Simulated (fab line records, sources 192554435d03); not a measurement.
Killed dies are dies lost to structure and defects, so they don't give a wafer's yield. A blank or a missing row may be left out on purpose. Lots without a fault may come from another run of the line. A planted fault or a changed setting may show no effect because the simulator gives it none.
fab line records | flow n5_finfet
record lots=5 wafers=14 last_day=17
route steps=1938 shown BEOL_M3@979 BEOL_M4@1111 PASSIVATION@1936
lots that met no fault: from a run of the same line without faults
start_h: hours from the record's first day to the start of the lot's first wafer shown | wait_h: hours since the lot's step before | " the same as in the row above | L1.1+2: a row that stands for several wafers | - no value, or no start given | * or withheld: withheld | < > ~ a bound
route shown NAME@n: a module of which the file shows steps, and the number in the route of the first | usual: mean/standard deviation of fault-free wafers | same: alike in all rows | chamber/n: place in a boat | sites: the reading at each site | _std_site: their standard deviation | _edge_site: outer sites' mean less inner sites' | radius_mm: how far each site lies from the wafer's centre | mask NAME#n: copy n | behind: the tool/chamber that last shaped the wafer | hold: why the lot was held/for how many hours/how that ended | device: the transistor (n, p or np) that didn't switch | end of line: the same wafers' tests at the end of the route | a step without rows: its recipe alone | killed: dies lost to structure and defects at the first sort, not the wafer's yield | map: a wafer's dies, x killed, . not, _ none there
set.NAME: the setting as run; set.NAME@STEP: as run at that earlier step | model.NAME: the simulator's own value behind a step, which no gauge read
lots at some steps of the route; a table a step, a row a wafer
services: from which hour (start_h, from the record's first day; less than 0 if before it) a tool's chamber was out of use, for how many hours, and why
## steps
# step N5_BEOL_M3_STRIP_36
# recipe chemistry=N2/H2 power_w=450 temp_c=40 pressure_mtorr=20 rf_frequency_hz=6e+07 overash_fraction=0.3 bias_power_w=7 h2_frac=0.5 n2_flow_sccm=200 h2_flow_sccm=200
# usual drypump_motor_current_A=5.9/0.46 n2_flow_sccm=200.0/0.58 oes_product_au=0.79/0.085 rf_vpp_V=59.2/1.5 showerhead_plenum_p_Torr=2.59/0.066 throttle_valve_pct=23.6/0.3
# columns lot.wafer tool chamber start_h wait_h drypump_motor_current_A n2_flow_sccm oes_product_au rf_hours_counter_h rf_vpp_V showerhead_plenum_p_Torr throttle_valve_pct
L135.2 rie_diel-01 0 153.02 0.0 5.8 199.8 0.93 17 61.5 2.58 23.5
L135.3 " 3 " " 6.3 198.8 0.74 179 60.8 2.52 23.5
L135.5 " 1 " " 5.9 199.7 0.89 - 58.5 2.68 23.3
L139.1 rie_diel-03 3 181.53 0.0 5.9 199.8 0.72 179 61.0 2.64 23.9
L139.2 " 2 " " 4.9 199.9 0.90 12 58.2 2.49 23.2
L139.6 " 0 " " 6.8 200.0 0.77 - 58.0 2.56 24.1
L151.1 rie_diel-01 0 244.26 0.0 5.8 199.8 0.87 40 58.7 2.57 23.5
L151.2 " 2 " " 5.7 200.8 0.70 215 56.5 2.63 23.3
L151.6 " 3 " " 6.4 199.5 0.72 - 58.7 2.51 23.6
L153.5 rie_diel-01 2 269.75 0.0 5.7 200.3 0.70 - 58.4 2.62 23.3
L153.6 " 3 " " 6.3 199.3 0.72 - 60.1 2.51 23.6
L155.2 rie_diel-01 0 277.86 0.0 5.8 199.4 0.87 50 58.2 2.57 23.5
L155.3 " 3 " " 6.3 200.8 0.71 217 62.1 2.51 23.6
L155.5 " 3 " " 6.4 199.9 0.72 - 60.5 2.51 23.6
# step N5_BEOL_M3_TRENCH_ETCH_37
# recipe chemistry=C4F6/O2 target_depth_a=555.55 target=SiOC time_s=29.2 ion_energy_ev=250 pressure_mtorr=30 source_w=355 bias_w=185 Ar_flow_sccm=300 C4F6_flow_sccm=10 O2_flow_sccm=10
# step N5_BEOL_M3_ETCH_41
# recipe chemistry=CH3F/O2 target=SiCN target_depth_a=299 taper_deg=2 time_s=52.5 ion_energy_ev=120 mask_material=TiN pressure_mtorr=30 source_w=395 bias_w=75 Ar_flow_sccm=150 CH3F_flow_sccm=30 O2_flow_sccm=20
# step N5_BEOL_M3_STRIP_97
# recipe chemistry=N2/H2 time_s=10 power_w=450 temp_c=40 pressure_mtorr=20 rf_frequency_hz=6e+07 bias_power_w=7 n2_flow_sccm=200 h2_flow_sccm=200
# step N5_BEOL_M3_OCD_MEAS_38
# usual trench_depth_nm=55.4/1
# columns lot.wafer tool chamber start_h wait_h trench_depth_nm
L135.2 ocd-01 - 153.22 - 58.0
L135.3 " - " " 56.0
L135.5 " - " " 56.6
L139.1 ocd-02 - 181.73 - 55.8
L139.2 " - " " 55.7
L139.6 " - " " 54.5
L151.1 ocd-02 - 244.46 - 57.3
L151.2 " - " " 55.1
L151.6 " - " " 55.5
L153.5 ocd-02 - 269.93 - 55.6
L153.6 " - " " 56.2
L155.2 ocd-02 - 278.05 - 56.8
L155.3 " - " " 56.0
L155.5 " - " " 55.6
# step N5_BEOL_M3_HM_STRIP_39
# recipe chemistry=peroxide_tin_strip material=TiN target_depth_a=250 temp_c=50 time_s=158
# step N5_BEOL_M3_SRD_40
# recipe time_s=30 temp_c=23 rinse_liquid=diw dry=ipa_marangoni
# step N5_BEOL_M3_PRECLEAN_42
# recipe chemistry=residue_remover time_s=60 temp_c=40
# step N5_BEOL_M3_SRD_43
# recipe time_s=30 temp_c=23 rinse_liquid=diw dry=ipa_marangoni
# step N5_BEOL_M3_CD_MEAS_35
# recipe target_cd_nm=18 target_cd_y_nm=21 polarity=opening
# usual cd_nm=18.0/0.34
# columns lot.wafer tool chamber start_h wait_h cd_nm
L135.2 cd_sem-03 - 153.48 0.0 18.6
L135.3 " - " " 18.0
L135.5 " - " " 18.5
L139.1 cd_sem-01 - 181.98 0.0 17.8
L139.2 " - " " 18.7
L139.6 " - " " 17.9
L151.1 cd_sem-01 - 244.61 0.0 17.9
L151.2 " - " " 18.2
L151.6 " - " " 18.1
L153.5 cd_sem-03 - 270.09 0.0 17.7
L153.6 " - " " 18.4
L155.2 cd_sem-02 - 278.21 0.0 17.9
L155.3 " - " " 17.9
L155.5 " - " " 18.0
# step N5_BEOL_M3_DEGAS_44
# recipe ambient=vacuum temp_c=250 time_s=60
# step N5_BEOL_M3_PRE_CLEAN_45
# recipe gas=H2/He time_s=30 temp_c=250
# step N5_BEOL_M3_ALD_84
# recipe material=TaN target_thk_a=* temp_c=275 ald_precursor_family=PDMAT ald_co_reactant=NH3 pressure_torr=3 carrier_flow_sccm=1500 pulse_time_s=2 purge_time_s=3 co_reactant_purge_time_s=2 co_reactant_pulse_time_s=3 ald_cycles=30 precursor_vessel_temp_c=75 precursor_vessel_pressure_torr=26.25 precursor_vessel_carrier_sccm=1000
# usual ald_cycles=30/0 heater_power_w=424/51
# columns lot.wafer tool chamber start_h wait_h ald_cycles heater_power_w model.TaN_of_BEOL_M3_ALD_84.thk_nm
L135.2 ald_metal-03 3 154.36 0.1 30 410 *
L135.3 " 2 " " 30 420 *
L135.5 " 3 " " 30 414 *
L139.1 ald_metal-04 3 182.36 0.0 30 344 *
L139.2 " 0 " " 30 504 *
L139.6 " 3 " " 30 341 *
L151.1 ald_metal-03 3 245.46 0.0 30 409 *
L151.2 " 2 " " 30 421 *
L151.6 " 3 " " 30 404 *
L153.5 ald_metal-04 2 270.41 0.1 48 452 *
L153.6 " 3 " " 30 345 *
L155.2 ald_metal-02 2 278.79 0.2 30 433 *
L155.3 " 0 " " 30 444 *
L155.5 " 3 " " 30 433 *
# step N5_BEOL_M3_SURFACE_TREAT_85
# recipe gas=Ar time_s=* ion_energy_ev=* ion_current_ma_cm2=0.5 pressure_mtorr=* ar_flow_sccm=30
# step N5_BEOL_M3_CVD_47
# recipe material=Co target_thk_a=30 temp_c=withheld precursor=CCTBA/H2 pressure_torr=30 time_s=223.8
# step N5_BEOL_M3_SPUTTER_48
# recipe material=Cu target_thk_a=45 temp_c=-20 chamber_pressure_pa=0.07 power_w=withheld time_s=8.29
# usual throttle_valve_pct=29.6/0.93
# columns lot.wafer tool chamber start_h wait_h throttle_valve_pct
L135.2 pvd_sputter-01 - 155.11 0.3 28.3
L135.3 " - " " 29.4
L135.5 " - " " 27.8
L139.1 pvd_sputter-02 - 183.05 0.1 30.9
L139.2 " - " " 29.5
L139.6 " - " " 29.2
L151.1 pvd_sputter-01 - 246.08 0.1 28.3
L151.2 " - " " 29.5
L151.6 " - " " 30.2
L153.5 pvd_sputter-01 - 270.87 0.1 29.9
L153.6 " - " " 28.0
L155.2 pvd_sputter-02 - 280.99 0.1 29.0
L155.3 " - " " 29.9
L155.5 " - " " 29.1
# step N5_BEOL_M3_ANNEAL_49
# recipe temp_c=400 time_s=240 ambient=vacuum
# step N5_BEOL_M3_SPUTTER_79
# recipe material=Cu target_thk_a=45 temp_c=-20 chamber_pressure_pa=0.07 power_w=withheld time_s=8.29
# step N5_BEOL_M3_ANNEAL_80
# recipe temp_c=400 time_s=240 ambient=vacuum
# step N5_BEOL_M3_SPUTTER_81
# recipe material=Cu target_thk_a=45 temp_c=-20 chamber_pressure_pa=0.07 power_w=withheld time_s=8.29
# step N5_BEOL_M3_ANNEAL_82
# recipe temp_c=400 time_s=240 ambient=vacuum
# step N5_BEOL_M3_SPUTTER_86
# recipe material=Cu target_thk_a=45 temp_c=-20 chamber_pressure_pa=0.07 power_w=withheld time_s=8.29
# step N5_BEOL_M3_ANNEAL_87
# recipe temp_c=400 time_s=240 ambient=vacuum
# step N5_BEOL_M3_SPUTTER_88
# recipe material=Cu target_thk_a=45 temp_c=-20 chamber_pressure_pa=0.07 power_w=withheld time_s=8.29
# step N5_BEOL_M3_ANNEAL_89
# recipe temp_c=400 time_s=240 ambient=vacuum
# step N5_BEOL_M3_SPUTTER_90
# recipe material=Cu target_thk_a=45 temp_c=-20 chamber_pressure_pa=0.07 power_w=withheld time_s=8.29
# usual throttle_valve_pct=29.6/0.94
# columns lot.wafer tool chamber start_h wait_h throttle_valve_pct
L135.2 pvd_sputter-01 - 156.21 0.1 28.0
L135.3 " - " " 29.7
L135.5 " - " " 27.9
L139.1 pvd_sputter-02 - 184.15 0.1 31.4
L139.2 " - " " 29.4
L139.6 " - " " 29.4
L151.1 pvd_sputter-01 - 247.18 0.1 27.9
L151.2 " - " " 29.4
L151.6 " - " " 30.0
L153.5 pvd_sputter-01 - 271.97 0.0 30.0
L153.6 " - " " 28.0
L155.2 pvd_sputter-02 - 282.09 0.1 29.1
L155.3 " - " " 29.7
L155.5 " - " " 29.5
# step N5_BEOL_M3_ANNEAL_91
# recipe temp_c=400 time_s=240 ambient=vacuum
# step N5_BEOL_M3_SPUTTER_92
# recipe material=Cu target_thk_a=45 temp_c=-20 chamber_pressure_pa=0.07 power_w=withheld time_s=8.29
# step N5_BEOL_M3_ANNEAL_93
# recipe temp_c=400 time_s=240 ambient=vacuum
# step N5_BEOL_M3_SPUTTER_94
# recipe material=Cu target_thk_a=45 temp_c=-20 chamber_pressure_pa=0.07 power_w=withheld time_s=8.29
# step N5_BEOL_M3_ANNEAL_95
# recipe temp_c=400 time_s=240 ambient=vacuum
# step N5_BEOL_M3_SPUTTER_96
# recipe material=Cu target_thk_a=45 temp_c=-20 chamber_pressure_pa=0.07 power_w=withheld time_s=8.29
# step N5_BEOL_M3_ECD_50
# recipe material=Cu target_thk_a=3000
# step N5_BEOL_M3_ANNEAL_51
# recipe temp_c=225 time_s=90 ambient=N2
# usual wafer_temp_C_max=226.05/0.28
# columns lot.wafer tool chamber start_h wait_h wafer_temp_C_max
L135.2 rtp_anneal-02 0 157.12 0.1 226.14
L135.3 " 0 " " 226.30
L135.5 " 0 " " 226.40
L139.1 rtp_anneal-01 0 185.00 0.1 226.08
L139.2 " 0 " " 226.36
L139.6 " 0 " " 225.68
L151.1 rtp_anneal-02 0 248.04 0.1 226.64
L151.2 " 0 " " 225.79
L151.6 " 0 " " 226.14
L153.5 rtp_anneal-01 0 272.96 0.2 226.21
L153.6 " 0 " " 226.03
L155.2 rtp_anneal-01 0 282.99 0.1 226.16
L155.3 " 0 " " 225.99
L155.5 " 0 " " 225.91
# step N5_BEOL_M3_CMP_52
# recipe stop_on=SiOC t_overpolish_s=6.8 down_force_psi=1 platen_rpm=50 clearing_platen_down_force_psi=1.5 clearing_platen_rpm=50 post_cmp_clean=cu_alkaline target_thk_nm=40 clearing_platen_pad_velocity_m_s=0.99484 pad_velocity_m_s=0.99484
# step N5_BEOL_M3_THK_MEAS_53
# recipe thk_meas_gauge=xrf reads=Cu_of_BEOL_M3_ECD_50
# usual M3_THK=39.4/1.8
# columns lot.wafer tool chamber start_h wait_h M3_THK[nm]
L135.2 film_metro-02 - 157.68 - 40.3
L135.3 " - " " 40.0
L135.5 " - " " 41.6
L139.1 film_metro-01 - 185.59 - 40.2
L139.2 " - " " 39.3
L139.6 " - " " 40.0
L151.1 film_metro-01 - 248.64 - 40.0
L151.2 " - " " 40.0
L151.6 " - " " 39.8
L153.5 film_metro-02 - 273.38 - 39.0
L153.6 " - " " 39.3
L155.2 film_metro-02 - 283.55 - 38.1
L155.3 " - " " 38.7
L155.5 " - " " 38.6
# step N5_BEOL_M3_PRE_CLEAN_60
# recipe gas=NH3/H2 time_s=15 temp_c=* rf_power_w=300
# step N5_BEOL_M3_CO_CAP_55
# recipe material=Co target_thk_a=20 temp_c=200 precursor=CCTBA/H2 pressure_torr=30 time_s=102.1
# usual heater_power_w=231/24
# columns lot.wafer tool chamber start_h wait_h heater_power_w
L135.2 cvd_co-01 2 157.76 0.0 276
L135.3 " 0 " " 208
L135.5 " 2 " " 283
L139.1 cvd_co-02 2 185.67 0.0 232
L139.2 " 1 " " 218
L139.6 " 1 " " 226
L151.1 cvd_co-01 2 248.72 0.0 277
L151.2 " 1 " " 215
L151.6 " 1 " " 220
L153.5 cvd_co-01 1 273.48 0.0 214
L153.6 " 2 " " 279
L155.2 cvd_co-01 0 283.63 0.0 210
L155.3 " 2 " " 270
L155.5 " 1 " " 215
# step N5_BEOL_M3_PRE_CLEAN_56
# recipe gas=NH3 time_s=15 temp_c=withheld rf_power_w=300
# step N5_BEOL_M3_DEP_57
# recipe material=SiCN target_thk_a=80 temp_c=withheld precursor=3MS/NH3 pressure_torr=3 rf_w=202 time_s=14
# step N5_BEOL_M3_RS_MEAS_58
# recipe thk_meas_gauge=four-point-probe reads=Co_of_BEOL_M3_CO_CAP_55+Cu_of_BEOL_M3_ECD_50+Co_of_BEOL_M3_CVD_47+TaN_of_BEOL_M3_ALD_84
# usual M3_RS=0.68/0.038
# columns lot.wafer tool chamber start_h wait_h M3_RS[ohm/sq]
L135.2 film_metro-01 - 157.95 0.1 0.66
L135.3 " - " " 0.67
L135.5 " - " " 0.63
L139.1 film_metro-02 - 185.85 0.0 0.67
L139.2 " - " " 0.69
L139.6 " - " " 0.67
L151.1 film_metro-02 - 248.90 0.0 0.66
L151.2 " - " " 0.66
L151.6 " - " " 0.67
L153.5 film_metro-01 - 273.64 0.0 0.69
L153.6 " - " " 0.68
L155.2 film_metro-01 - 283.81 0.1 0.71
L155.3 " - " " 0.69
L155.5 " - " " 0.69
# step N5_BEOL_M3_INSPECT_59
# recipe inspect_instrument=darkfield mode=post_dep
# usual raw_defect_count=79/24
# columns lot.wafer tool chamber start_h wait_h raw_defect_count
L135.2 defect_inspect-01 - 157.97 0.0 76
L135.3 " - " " 61
L135.5 " - " " 85
L139.1 defect_inspect-02 - 185.88 0.0 58
L139.2 " - " " 112
L139.6 " - " " 102
L151.1 defect_inspect-01 - 248.93 0.0 58
L151.2 " - " " 75
L151.6 " - " " 70
L153.5 defect_inspect-01 - 273.66 0.0 52
L153.6 " - " " 56
L155.2 defect_inspect-01 - 283.84 0.0 75
L155.3 " - " " 84
L155.5 " - " " 50
# step N5_BEOL_M4_RC_MEAS_101
# usual CHAIN_V2=230/10 CHAIN_V2_max_site=238/11 DIBL_N=36.2/1.7 DIBL_P=36.6/1.9 IOFF_N=0.16/0.032 IOFF_P=0.21/0.037 ION_N=675/12 ION_P=460/8.1 SERP_M3=194/16 SERP_M3_max_site=205/19 SS_N=71.4/0.58 SS_P=73.4/0.64 VT_N=249/3.2 VT_P=-252/3.4
# columns lot.wafer tool chamber start_h wait_h CHAIN_V2[ohm/link] CHAIN_V2_max_site[ohm/link] DIBL_N[mV/V] DIBL_P[mV/V] IOFF_N[nA/um] IOFF_P[nA/um] ION_N[uA/um] ION_P[uA/um] SERP_M3[ohm/um] SERP_M3_max_site[ohm/um] SS_N[mV/dec] SS_P[mV/dec] VT_N[mV] VT_P[mV]
L135.2 prober-02 0 169.51 0.2 225 231 35.1 36.2 0.15 0.21 681 467 180 191 71.3 73.3 249 -249
L135.3 " 0 " " 222 229 37.1 37.8 0.17 0.22 688 468 183 196 72.4 73.9 250 -247
L135.5 " 0 " " 230 241 37.4 38.8 0.18 0.25 672 462 185 195 72.3 74.3 248 -247
L139.1 prober-02 0 194.21 0.0 234 242 37.8 37.4 0.18 0.20 667 459 190 201 72.2 73.2 250 -251
L139.2 " 0 " " 210 217 34.2 34.7 0.13 0.17 666 459 175 182 70.6 72.6 253 -253
L139.6 " 0 " " 207 218 37.5 37.7 0.18 0.21 678 462 176 190 71.9 73.4 250 -248
L151.1 prober-02 0 263.78 0.0 223 233 35.0 36.4 0.14 0.19 678 462 184 200 71.9 73.1 252 -253
L151.2 " 0 " " 239 254 36.7 37.1 0.16 0.20 683 464 200 213 71.8 73.5 247 -254
L151.6 " 0 " " 232 238 35.1 35.6 0.14 0.17 674 461 204 214 71.2 72.6 250 -254
L153.5 prober-02 0 282.43 0.6 413 426 35.9 37.6 0.17 0.22 686 471 296 324 71.0 73.1 247 -252
L153.6 " 0 " " 221 225 35.9 37.9 0.17 0.22 683 465 183 189 70.7 73.0 248 -250
L155.2 prober-02 0 290.45 0.2 230 233 38.6 38.3 0.21 0.28 682 470 196 203 72.1 73.4 246 -246
L155.3 " 0 " " 229 233 38.1 36.6 0.21 0.25 698 473 198 206 71.9 73.4 241 -246
L155.5 " 0 " " 228 235 37.7 36.8 0.20 0.25 684 468 188 193 71.8 73.3 245 -246
# sites CHAIN_V2 radius_mm=0,75,75,75,75,140,140,140,140
L135.2 225 228 223 226 217 226 223 231 224
L139.1 230 229 235 242 234 232 235 238 227
L151.1 232 230 223 226 233 217 212 211 220
L153.5 414 420 413 415 426 398 383 380 390
L155.2 224 231 226 230 230 222 230 228 233
# sites SERP_M3 radius_mm=0,75,75,75,75,140,140,140,140
L135.2 179 186 185 189 175 180 174 191 174
L139.1 191 190 200 201 197 187 187 190 188
L151.1 200 198 184 192 196 178 178 172 174
L153.5 314 306 296 302 324 289 257 248 274
L155.2 196 203 196 192 195 190 196 192 203
# step N5_PASSIVATION_PROBE_49
# usual defect_limited_yield=91.3/1.5 killed_at_M0_to_M3=35/10 killed_at_M4_up=12/4.6 killed_at_contacts=13/6.6 killed_at_front_end=39/11 killed_at_other=4/3.4 killed_dies=103/17 killed_open=67/13 killed_short=35/8.2 sort_bin_5_function=5.1/0.94 sort_bin_6_memory=3.2/0.7 sort_bin_8_speed=0.00/0.03 sort_n_pass=1077/17
# same gross_dies=1180 killed_at_back_side=0 sort_bin_4_leakage[%]=0
# columns lot.wafer tool chamber start_h wait_h defect_limited_yield[%] killed_at_M0_to_M3 killed_at_M4_up killed_at_contacts killed_at_front_end killed_at_other killed_dies killed_open killed_short sort_bin_5_function[%] sort_bin_6_memory[%] sort_bin_8_speed[%] sort_n_pass
L135.2 prober-01 - 269.94 0.1 93.6 23 8 7 37 0 75 50 22 4.1 2.2 0 1105
L135.3 prober-01 - 269.99 0.1 90.6 23 16 6 60 6 111 63 37 5.8 2.5 0 1069
L135.5 prober-01 - 270.09 0.2 89.8 42 16 1 61 0 120 83 37 6.8 3.1 0 1060
L139.1 prober-01 - 296.80 0.0 89.7 51 14 11 43 3 122 80 42 6.3 4.0 0 1058
L139.2 prober-01 - 296.85 0.1 91.4 33 11 8 42 7 101 58 42 5.2 3.1 0 1079
L139.6 prober-01 - 297.05 0.3 88.6 43 14 16 52 10 135 82 51 7.1 4.0 0 1045
L151.1 prober-01 - 376.85 0.0 89.8 21 15 28 47 9 120 81 39 6.1 3.7 0 1060
L151.2 prober-01 - 376.90 0.1 91.4 25 12 22 30 12 101 73 27 4.8 3.6 0 1079
L151.6 prober-01 - 377.10 0.3 89.0 43 11 24 44 8 130 81 48 6.2 4.5 0 1050
L153.5 prober-02 - 389.18 0.2 92.3 15 8 11 54 3 91 63 25 4.7 2.7 0.25 1089
L153.6 prober-02 - 389.23 0.3 92.5 21 9 17 37 4 88 55 33 4.4 2.6 0 1092
L155.2 prober-02 - 406.16 0.1 93.3 40 10 2 25 2 79 48 31 3.6 3.1 0 1101
L155.3 prober-02 - 406.21 0.1 93.4 23 11 3 41 0 78 46 32 4.4 1.8 0 1102
L155.5 prober-02 - 406.31 0.2 92.0 38 11 5 40 0 94 61 33 4.9 2.7 0 1086
# killed by level:class
L135.2 STI_FIN_REVEAL:geometric_particle:open=16 FIN_SAQP:geometric_particle:short=5 BEOL_M1:geometric_particle:open=5 BEOL_M4:geometric_particle:open=5 BEOL_M3:geometric_particle:open=4 FIN_SAQP:geometric_particle:open=3 MOL_CONTACT_COAG:geometric_particle:open=3 MOL_CONTACT_COAG:geometric_particle:short=3
L135.3 STI_FIN_REVEAL:geometric_particle:open=18 FIN_SAQP:geometric_particle:short=9 HKMG_FIN:area_etch=9 FIN_SAQP:geometric_particle:open=7 MOL_CONTACT_COAG:geometric_particle:open=6 BEOL_M3:geometric_particle:open=6 STI_FIN_REVEAL:geometric_particle:short=5 BEOL_M4:geometric_particle:open=5
L135.5 STI_FIN_REVEAL:geometric_particle:open=19 BEOL_M0_SAQP:geometric_particle:open=15 FIN_SAQP:geometric_particle:short=14 FIN_SAQP:geometric_particle:open=9 BEOL_M4:geometric_particle:open=8 BEOL_M3:geometric_particle:open=7 BEOL_M0_SAQP:geometric_particle:short=6 BEOL_M2:geometric_particle:open=6
L139.1 STI_FIN_REVEAL:geometric_particle:open=18 FIN_SAQP:geometric_particle:short=13 BEOL_M1:geometric_particle:open=9 BEOL_M0_SAQP:geometric_particle:open=9 BEOL_M2:geometric_particle:open=9 MOL_CONTACT_COAG:geometric_particle:open=8 BEOL_M0_SAQP:geometric_particle:short=7 FIN_SAQP:geometric_particle:open=6
L139.2 STI_FIN_REVEAL:geometric_particle:open=16 BEOL_M0_SAQP:geometric_particle:short=7 BEOL_M1:geometric_particle:open=7 FIN_SAQP:geometric_particle:short=6 BEOL_M0_SAQP:geometric_particle:open=6 MOL_CONTACT_COAG:geometric_particle:open=5 BEOL_M2:geometric_particle:open=5 BEOL_M1:geometric_particle:short=4
L139.6 BEOL_M0_SAQP:geometric_particle:short=17 FIN_SAQP:geometric_particle:short=16 MOL_CONTACT_COAG:geometric_particle:open=14 STI_FIN_REVEAL:geometric_particle:open=12 BEOL_M0_SAQP:geometric_particle:open=10 FIN_SAQP:geometric_particle:open=8 MIM_TOP:geometric_particle:open=8 BEOL_M1:geometric_particle:open=7
L151.1 MOL_CONTACT_COAG:geometric_particle:open=25 FIN_SAQP:geometric_particle:short=11 STI_FIN_REVEAL:geometric_particle:open=7 GATE_CUT:geometric_particle:short=7 FIN_SAQP:geometric_particle:open=6 DUMMY_GATE:geometric_particle:short=4 BEOL_M2:geometric_particle:open=4 BEOL_M0_SAQP:geometric_particle:open=4
L151.2 MOL_CONTACT_COAG:geometric_particle:open=19 FIN_SAQP:geometric_particle:short=7 FIN_SAQP:geometric_particle:open=6 BEOL_M0_SAQP:geometric_particle:open=6 BEOL_M1:geometric_particle:open=6 MIM_TOP_ETCH:geometric_particle:open=5 STI_FIN_REVEAL:geometric_particle:open=4 MIM_TOP_ETCH:geometric_particle:short=4
L151.6 MOL_CONTACT_COAG:geometric_particle:open=21 FIN_SAQP:geometric_particle:short=16 BEOL_M1:geometric_particle:open=13 BEOL_M0_SAQP:geometric_particle:open=8 GATE_CUT:geometric_particle:short=7 BEOL_M0_SAQP:geometric_particle:short=7 ILD0:geometric_particle:short=5 ILD0:geometric_particle:open=5
L153.5 FIN_SAQP:geometric_particle:open=21 STI_FIN_REVEAL:geometric_particle:open=10 MOL_CONTACT_COAG:geometric_particle:open=10 FIN_SAQP:geometric_particle:short=9 DUMMY_GATE:geometric_particle:open=4 BEOL_M0_SAQP:geometric_particle:short=4 BEOL_M5:geometric_particle:open=4 BEOL_M2:geometric_particle:open=3
L153.6 MOL_CONTACT_COAG:geometric_particle:open=13 FIN_SAQP:geometric_particle:open=12 FIN_SAQP:geometric_particle:short=10 BEOL_M0_SAQP:geometric_particle:open=9 GATE_CUT:geometric_particle:short=5 BEOL_M3:geometric_particle:open=5 MOL_CONTACT_COAG:geometric_particle:short=4 BEOL_M4:geometric_particle:open=4
L155.2 BEOL_M0_SAQP:geometric_particle:open=13 BEOL_M1:geometric_particle:open=10 FIN_SAQP:geometric_particle:short=6 BEOL_M0_SAQP:geometric_particle:short=6 BEOL_M3:geometric_particle:open=6 BEOL_M4:geometric_particle:open=6 GATE_CUT:geometric_particle:short=4 STARTING-WAFER:geometric_particle:short=4
L155.3 FIN_SAQP:geometric_particle:short=15 FIN_SAQP:geometric_particle:open=8 BEOL_M1:geometric_particle:open=6 BEOL_M2:geometric_particle:open=6 BEOL_M0_SAQP:geometric_particle:open=4 STI_FIN_REVEAL:geometric_particle:open=3 DUMMY_GATE:geometric_particle:open=3 SPACER0:geometric_particle:open=3
L155.5 FIN_SAQP:geometric_particle:open=12 BEOL_M0_SAQP:geometric_particle:open=11 BEOL_M0_SAQP:geometric_particle:short=8 BEOL_M3:geometric_particle:open=7 STARTING-WAFER:geometric_particle:short=6 FIN_SAQP:geometric_particle:short=5 MOL_CONTACT_COAG:geometric_particle:open=5 BEOL_M4:geometric_particle:open=4
## services
# columns tool chamber start_h hours kind
ald_metal-04 - 139.48 1.1 repair
pvd_sputter-01 - 157.09 9.9 repair
ald_metal-04 - 160.37 0.2 repair
ald_metal-02 - 169.20 0.7 repair
ald_metal-04 1 170.41 27.5 repair
rie_diel-03 - 172.67 0.3 repair
rie_diel-03 1 193.13 8.5 repair
cvd_co-02 - 218.36 0.3 repair
rie_diel-03 - 236.51 0.3 repair
cvd_co-01 - 241.24 2.8 pm
ald_metal-04 - 252.32 14.6 pm
rie_diel-03 0 253.64 2.0 repair
ald_metal-02 - 274.06 0.6 repair
## key
first_sign step=N5_BEOL_M3_ALD_84 reading=ald_cycles direction=up sigmas=99+ usual=* struck=*
effect step=N5_BEOL_M4_RC_MEAS_101 reading=CHAIN_V2 direction=up sigmas=18 usual=230 struck=413
effect step=N5_BEOL_M4_RC_MEAS_101 reading=SERP_M3 direction=up sigmas=6.2 usual=194 struck=296
effect step=N5_BEOL_M4_RC_MEAS_101 reading=CHAIN_V2_max_site direction=up sigmas=17 usual=238 struck=426
effect step=N5_BEOL_M4_RC_MEAS_101 reading=SERP_M3_max_site direction=up sigmas=6.4 usual=205 struck=324
effect step=N5_PASSIVATION_PROBE_49 reading=sort_bin_8_speed direction=up sigmas=3 usual=0.00 struck=0.25
model_effect step=N5_BEOL_M3_ALD_84 value=TaN_of_BEOL_M3_ALD_84.thk_nm without=* struck=*
met_at N5_BEOL_M3_ALD_84
struck_wafers L153.5
onset_between 182.36 270.41
fault kind=process_parameter_drift tool=ald_metal-04 chamber=- onset_h=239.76 steps=N5_BEOL_M3_ALD_84 channel=ald_cycles offset=* shape=step end_h=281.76 scope=struck_wafers_only acts_in=* stated=*
